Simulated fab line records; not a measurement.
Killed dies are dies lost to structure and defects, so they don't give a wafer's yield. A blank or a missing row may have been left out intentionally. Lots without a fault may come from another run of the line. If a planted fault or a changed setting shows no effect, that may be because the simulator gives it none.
fab line records	flow nand_harc
[record] lots = 14	wafers = 42	last_day = 24
route steps=1159 shown A_CONTACT@842
lots that met no fault: taken from a fault-free run of the same line
start_h: the number of hours between the record's first day and the start of the first shown wafer of the lot	wait_h: how many hours have passed since the lot's step before this one	" as in the row above	L1.1+2: one row covering several wafers at once	- either no value or no given start	* or withheld: withheld	< > ~ a bound
route shown NAME@n: NAME is a module with steps in the file, n the number in the route of the first one	usual: mean/standard deviation of fault-free wafers	same: alike in all rows	chamber/n: place in a boat	sites: per-site readings	_std_site: the values' standard deviation	_edge_site: mean of outer sites minus mean of inner sites	radius_mm: how far each site lies from the wafer's centre	mask NAME#n: copy n	behind: the last tool/chamber to shape the wafer	hold: cause of the lot's hold/its duration in hours/its outcome	device: the n, p or np transistor that did not switch	end of line: tests run on the same wafers once the route is complete	for a step that has no rows: nothing shown but its recipe	killed: at the first sort, the dies lost to defects and structure; wafer yield is something else	map: dies across one wafer; x = killed, . = not, _ = none there
set.NAME: the setting that was run; set.NAME@STEP: the one run at that earlier step	model.NAME: the simulator's own value behind a step, which no gauge read
steps of the route over a sample of lots; a table a step, a row a wafer
services: from which hour (start_h, from the record's first day; less than 0 if before it) a tool's chamber was out of use, for how many hours, and why
[[steps]]
[step NHARC_A_CONTACT_DEP_28]
[recipe] target_thk_a = 36000	temp_c = 400	material = aC
[usual] throttle_valve_pct = 35.001/0.0078
lot.wafer	tool	chamber	start_h	wait_h	throttle_valve_pct
L565.1	acl_dep-03	0	361.35	4.1	34.992
L565.2	"	0	"	"	35.003
L565.6	"	0	363.18	6.0	35.009
L563.1	acl_dep-03	0	365.44	4.1	35.012
L563.3	"	0	"	"	34.990
L563.4	"	0	"	"	34.996
L564.3	acl_dep-01	0	367.71	5.7	34.999
L564.4	"	0	"	"	34.998
L564.5	"	0	"	"	34.997
L566.1	acl_dep-03	0	372.32	1.0	34.996
L566.2	"	0	"	"	35.003
L566.4	"	0	"	"	34.991
L569.1	acl_dep-01	0	397.36	1.1	34.989
L569.4	"	0	398.45	2.2	35.004
L569.5	"	0	"	"	35.005
L571.1	acl_dep-02	0	412.74	0.1	34.992
L571.2	"	0	"	"	35.000
L571.4	"	0	"	"	35.001
L573.3	acl_dep-03	0	425.71	0.8	35.008
L573.4	"	0	"	"	34.998
L573.5	"	0	"	"	34.994
L576.2	acl_dep-03	0	431.54	1.6	35.005
L576.3	"	0	"	"	35.004
L576.5	"	0	"	"	34.996
L578.4	acl_dep-02	0	447.07	1.2	35.008
L578.5	"	0	"	"	34.989
L578.6	"	0	"	"	35.000
L581.2	acl_dep-02	0	459.95	0.4	35.004
L581.3	"	0	"	"	34.984
L581.6	"	0	461.43	1.9	35.000
L582.1	acl_dep-03	0	476.74	0.1	34.994
L582.3	"	0	"	"	35.010
L582.5	"	0	"	"	34.994
L584.1	acl_dep-01	0	494.95	0.1	34.999
L584.4	"	0	496.07	1.2	34.997
L584.6	"	0	"	"	35.018
L586.1	acl_dep-03	0	498.13	0.1	35.010
L586.2	"	0	"	"	35.003
L586.5	"	0	499.59	1.5	34.997
L585.3	acl_dep-03	0	501.05	0.8	34.994
L585.4	"	0	"	"	35.009
L585.5	"	0	"	"	35.015
[step NHARC_A_CONTACT_SOFTBAKE_37]
[recipe] temp_c = 105	time_s = 55
[usual] heater_power_total_W = 188.45/0.14
lot.wafer	tool	chamber	start_h	wait_h	heater_power_total_W
L565.1	litho_track-01	0	363	-	188.71
L565.2	"	0	"	"	188.50
L565.6	"	0	"	"	188.73
L563.1	litho_track-01	0	367	-	188.36
L563.3	"	0	"	"	188.46
L563.4	"	0	"	"	188.36
L564.3	litho_track-04	0	369	-	188.21
L564.4	"	0	"	"	188.41
L564.5	"	0	"	"	188.55
L566.1	litho_track-04	0	374	-	188.34
L566.2	"	0	"	"	188.39
L566.4	"	0	"	"	188.34
L569.1	litho_track-01	0	399	-	188.70
L569.4	"	0	"	"	188.44
L569.5	"	0	"	"	188.36
L571.1	litho_track-01	0	415	-	188.70
L571.2	"	0	"	"	188.48
L571.4	"	0	"	"	188.37
L573.3	litho_track-04	0	427	-	188.32
L573.4	"	0	"	"	188.36
L573.5	"	0	"	"	188.32
L576.2	litho_track-04	0	433	-	188.62
L576.3	"	0	"	"	188.38
L576.5	"	0	"	"	188.45
L578.4	litho_track-04	0	448	-	188.39
L578.5	"	0	"	"	188.69
L578.6	"	0	"	"	188.43
L581.2	litho_track-04	0	462	-	314.50
L581.3	"	0	"	"	314.85
L581.6	"	0	"	"	315.16
L582.1	litho_track-04	0	479	-	314.83
L582.3	"	0	"	"	314.56
L582.5	"	0	"	"	314.64
L584.1	litho_track-01	0	497	-	188.49
L584.4	"	0	"	"	188.73
L584.6	"	0	"	"	188.37
L586.1	litho_track-01	0	500	-	188.37
L586.2	"	0	"	"	188.71
L586.5	"	0	"	"	188.50
L585.3	litho_track-01	0	502	-	188.29
L585.4	"	0	"	"	188.51
L585.5	"	0	"	"	188.33
[step NHARC_A_CONTACT_CD_MEAS_42]
[recipe] target_cd_nm = 200	landing_energy_ev = 500
[usual] cd_nm = 199.8/0.7
lot.wafer	tool	chamber	start_h	wait_h	cd_nm
L565.1	cd_sem-03	0	364.28	-	200.0
L565.2	"	0	"	"	199.6
L565.6	"	0	"	"	199.9
L563.1	cd_sem-01	0	369.93	-	200.1
L563.3	"	0	"	"	200.6
L563.4	"	0	"	"	200.2
L564.3	cd_sem-02	0	369.96	-	199.4
L564.4	"	0	"	"	199.2
L564.5	"	0	"	"	199.0
L566.1	cd_sem-03	0	375.31	-	199.7
L566.2	"	0	"	"	199.5
L566.4	"	0	"	"	200.3
L569.1	cd_sem-03	0	400.16	-	199.6
L569.4	"	0	"	"	199.3
L569.5	"	0	"	"	200.0
L571.1	cd_sem-01	0	415.70	-	200.2
L571.2	"	0	"	"	199.9
L571.4	"	0	"	"	199.6
L573.3	cd_sem-01	0	427.90	-	199.5
L573.4	"	0	"	"	199.5
L573.5	"	0	"	"	199.4
L576.2	cd_sem-01	0	434.11	-	198.7
L576.3	"	0	"	"	199.6
L576.5	"	0	"	"	198.4
L578.4	cd_sem-01	0	448.97	-	199.6
L578.5	"	0	"	"	198.8
L578.6	"	0	"	"	199.8
L581.2	cd_sem-03	0	462.43	-	200.7
L581.3	"	0	"	"	201.1
L581.6	"	0	"	"	200.1
L582.1	cd_sem-01	0	479.74	-	200.2
L582.3	"	0	"	"	199.8
L582.5	"	0	"	"	199.5
L584.1	cd_sem-01	0	497.94	-	200.1
L584.4	"	0	"	"	199.7
L584.6	"	0	"	"	199.5
L586.1	cd_sem-03	0	500.94	-	201.2
L586.2	"	0	"	"	200.9
L586.5	"	0	"	"	200.8
L585.3	cd_sem-03	0	503.26	-	198.8
L585.4	"	0	"	"	199.7
L585.5	"	0	"	"	199.4
[step NHARC_A_CONTACT_OVL_MEAS_43]
[usual] overlay_x_nm = 0.0/0.66	overlay_y_nm = 0.1/0.9
lot.wafer	tool	chamber	start_h	wait_h	overlay_x_nm	overlay_y_nm
L565.1	overlay-01	-	364.37	-	-0.2	0.4
L565.2	"	-	"	"	0.5	0.3
L565.6	"	-	"	"	0.1	1.0
L563.1	overlay-02	-	370.01	-	-0.3	0.6
L563.3	"	-	"	"	-0.4	0.2
L563.4	"	-	"	"	-0.4	0.6
L564.3	overlay-01	-	370.05	-	0.4	-0.6
L564.4	"	-	"	"	0.0	0.2
L564.5	"	-	"	"	0.3	-0.3
L566.1	overlay-01	-	375.40	-	-0.4	0.2
L566.2	"	-	"	"	-0.4	0.9
L566.4	"	-	"	"	-0.4	-0.2
L569.1	overlay-02	-	400.25	-	0.2	0.3
L569.4	"	-	"	"	0.4	0.4
L569.5	"	-	"	"	0.0	1.0
L571.1	overlay-02	-	415.79	-	0.8	-0.9
L571.2	"	-	"	"	0.7	-0.6
L571.4	"	-	"	"	1.7	-1.0
L573.3	overlay-01	-	427.98	-	0.8	-0.1
L573.4	"	-	"	"	0.8	-0.4
L573.5	"	-	"	"	1.0	-0.5
L576.2	overlay-01	-	434.20	-	-0.7	0.4
L576.3	"	-	"	"	-0.9	0.8
L576.5	"	-	"	"	-0.6	0.6
L578.4	overlay-01	-	449.05	-	-0.6	-2.3
L578.5	"	-	"	"	-0.6	-1.3
L578.6	"	-	"	"	-0.7	-2.0
L581.2	overlay-02	-	462.53	-	0.0	-0.8
L581.3	"	-	"	"	0.5	-0.6
L581.6	"	-	"	"	0.2	-0.5
L582.1	overlay-02	-	479.83	-	-0.3	0.0
L582.3	"	-	"	"	-0.3	0.0
L582.5	"	-	"	"	0.5	0.5
L584.1	overlay-01	-	498.03	-	-1.9	-0.4
L584.4	"	-	"	"	-1.5	-0.1
L584.6	"	-	"	"	-1.4	-0.3
L586.1	overlay-02	-	501.03	-	0.3	-0.8
L586.2	"	-	"	"	0.9	-0.6
L586.5	"	-	"	"	0.1	-0.5
L585.3	overlay-01	-	503.34	-	0.6	0.2
L585.4	"	-	"	"	0.4	-0.4
L585.5	"	-	"	"	0.4	0.2
[[services]]
tool	chamber	start_h	hours	kind
acl_dep-02	-	352.17	13.0	pm
acl_dep-03	-	405.60	13.0	pm
litho_track-01	-	433.06	-	consumable_replace:filter
litho_track-01	-	443.00	7.0	pm
acl_dep-01	-	475.22	13.0	pm
litho_track-04	-	491.00	7.0	pm
[[key]]
[first_sign] step = NHARC_A_CONTACT_SOFTBAKE_37	reading = heater_power_total_W	direction = up	sigmas = 99+	usual = *	struck = *
effect none on later readings
met_at NHARC_A_CONTACT_SOFTBAKE_37
struck_lots L581,L582
tester_left_out L581,L582
not_acting_at NHARC_A_CONTACT_DEP_28,NHARC_A_CONTACT_CD_MEAS_42,NHARC_A_CONTACT_OVL_MEAS_43
onset_between 448 462
[fault] kind = process_parameter_drift	tool = litho_track-04	chamber = -	onset_h = 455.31	steps = NHARC_A_CONTACT_SOFTBAKE_37	channel = time_s	offset = *	shape = step	end_h = 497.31	acts_in = *	stated = *
// tester_left_out: of these lots the tester's yield and bins aren't shown, on N5 and GAA mostly nor the transistor test; their killed dies are dies lost to structure and defects alone, not to doping, threshold or leakage, so they don't give the yield
